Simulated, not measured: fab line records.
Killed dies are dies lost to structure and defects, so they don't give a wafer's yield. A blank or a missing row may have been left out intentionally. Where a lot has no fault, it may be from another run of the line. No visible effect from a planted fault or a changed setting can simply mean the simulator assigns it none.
Split-lot study | flow n5_finfet | on a route of 1938 steps: 7 lots, 39 wafers read

## SPLIT DETAILS
At N5_FIN_SAQP_DEVELOP_15 (develop time 30 s), the setting develop_time_s was moved away from the recipe's 30 s on 9 of the 39 wafers read, by -59.1% to +44.4%. For the rest of the wafers, this setting stayed at what the recipe calls for.

There is no step in the file separating the split from the reading.

## THE READING
cd_nm, in nm, at N5_FIN_SAQP_CD_MEAS_16 (target cd 35.6 nm). Fault-free wafers of this fab line usually give 35.7 nm, standard deviation 0.34 nm.

wafer  | tool, chamber at the split | develop_time_s as run, s | against the recipe | cd_nm, nm | against lot-mates on the recipe
L076.1 | litho_track-05, 0          | 12.27                    | -59.1%             | 37.7      | +1.9
L076.2 | litho_track-05, 0          | 30                       | recipe             | 36.1      | -
L076.3 | litho_track-05, 0          | 12.27                    | -59.1%             | 37.4      | +1.6
L076.4 | litho_track-05, 0          | 12.27                    | -59.1%             | 37.4      | +1.6
L076.5 | litho_track-05, 0          | 30                       | recipe             | 35.7      | -
L076.6 | litho_track-05, 0          | 30                       | recipe             | 35.5      | -
L080.1 | litho_track-01, 0          | 30                       | recipe             | 35.6      | -
L080.2 | litho_track-01, 0          | 14.55                    | -51.5%             | 36.7      | +1.2
L080.3 | litho_track-01, 0          | 30                       | recipe             | 35.3      | -
L080.4 | litho_track-01, 0          | 30                       | recipe             | 35.7      | -
L080.5 | litho_track-01, 0          | 14.55                    | -51.5%             | 36.7      | +1.2
L080.6 | litho_track-01, 0          | 14.55                    | -51.5%             | 36.8      | +1.3
L082.1 | litho_track-01, 0          | 30                       | recipe             | 35.2      | -
L082.2 | litho_track-01, 0          | 30                       | recipe             | 35.6      | -
L082.3 | litho_track-01, 0          | 30                       | recipe             | 35.6      | -
L082.4 | litho_track-01, 0          | 30                       | recipe             | 35.1      | -
L082.5 | litho_track-01, 0          | 30                       | recipe             | 35.4      | -
L082.6 | litho_track-01, 0          | 30                       | recipe             | 35.5      | -
L085.2 | litho_track-04, 0          | 30                       | recipe             | 36.0      | -
L085.4 | litho_track-04, 0          | 30                       | recipe             | 35.7      | -
L085.5 | litho_track-04, 0          | 30                       | recipe             | 35.7      | -
L088.1 | litho_track-04, 0          | 30                       | recipe             | 35.9      | -
L088.2 | litho_track-04, 0          | 30                       | recipe             | 35.6      | -
L088.3 | litho_track-04, 0          | 30                       | recipe             | 35.6      | -
L088.4 | litho_track-04, 0          | 30                       | recipe             | 35.7      | -
L088.5 | litho_track-04, 0          | 30                       | recipe             | 35.5      | -
L088.6 | litho_track-04, 0          | 30                       | recipe             | 35.8      | -
L091.1 | litho_track-04, 0          | 43.32                    | +44.4%             | 35.2      | -0.5
L091.2 | litho_track-04, 0          | 30                       | recipe             | 35.4      | -
L091.3 | litho_track-04, 0          | 30                       | recipe             | 36.1      | -
L091.4 | litho_track-04, 0          | 43.32                    | +44.4%             | 35.2      | -0.5
L091.5 | litho_track-04, 0          | 30                       | recipe             | 35.5      | -
L091.6 | litho_track-04, 0          | 43.32                    | +44.4%             | 35.2      | -0.5
L097.1 | litho_track-04, 0          | 30                       | recipe             | 35.6      | -
L097.2 | litho_track-04, 0          | 30                       | recipe             | 35.9      | -
L097.3 | litho_track-04, 0          | 30                       | recipe             | 35.2      | -
L097.4 | litho_track-04, 0          | 30                       | recipe             | 35.4      | -
L097.5 | litho_track-04, 0          | 30                       | recipe             | 35.7      | -
L097.6 | litho_track-04, 0          | 30                       | recipe             | 35.6      | -

THE FIT
A straight line over all 39 wafers: cd_nm changes by -0.0225 nm for each +1% of develop_time_s; r = -0.88; the points scatter about the line by 0.31 nm.
The same after taking each lot's own level away (the mean of its wafers on the recipe; 39 wafers): -0.0222 nm for each +1%; r = -0.91; scatter 0.26 nm.
Per that fit: largest develop_time_s move, reading shift of 1.3 nm.
The lots' own levels span 35.40 to 35.80 nm, that is 1.2 times the standard deviation above.
So the lot-to-lot level changes the slope little: the two slopes agree.
Check: with one of the wafers moved furthest among these (-59.1%) left out of the fit, the line predicts +1.29 nm for it against its lot-mates. Against them it came out at +1.93 nm.

## THE WHOLE CHAIN: every reading that the file lists as answering this split, in the file's order
step                   | what it does      | reading                                                                             | change (the file's fit)                | r (the file's)
N5_FIN_SAQP_DEVELOP_15 | develop time 30 s | CAR-ArF_of_FIN_SAQP_COAT_10.thk_nm (the simulator's own value, which no gauge read) | -0.0121 nm for each +1% of the setting | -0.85
N5_FIN_SAQP_CD_MEAS_16 | target cd 35.6 nm | cd_nm                                                                               | -0.0229 nm for each +1% of the setting | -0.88

## THE FILE'S OWN FIT
cd_nm changes by -0.0229 nm for each +1% of develop_time_s, r = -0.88.
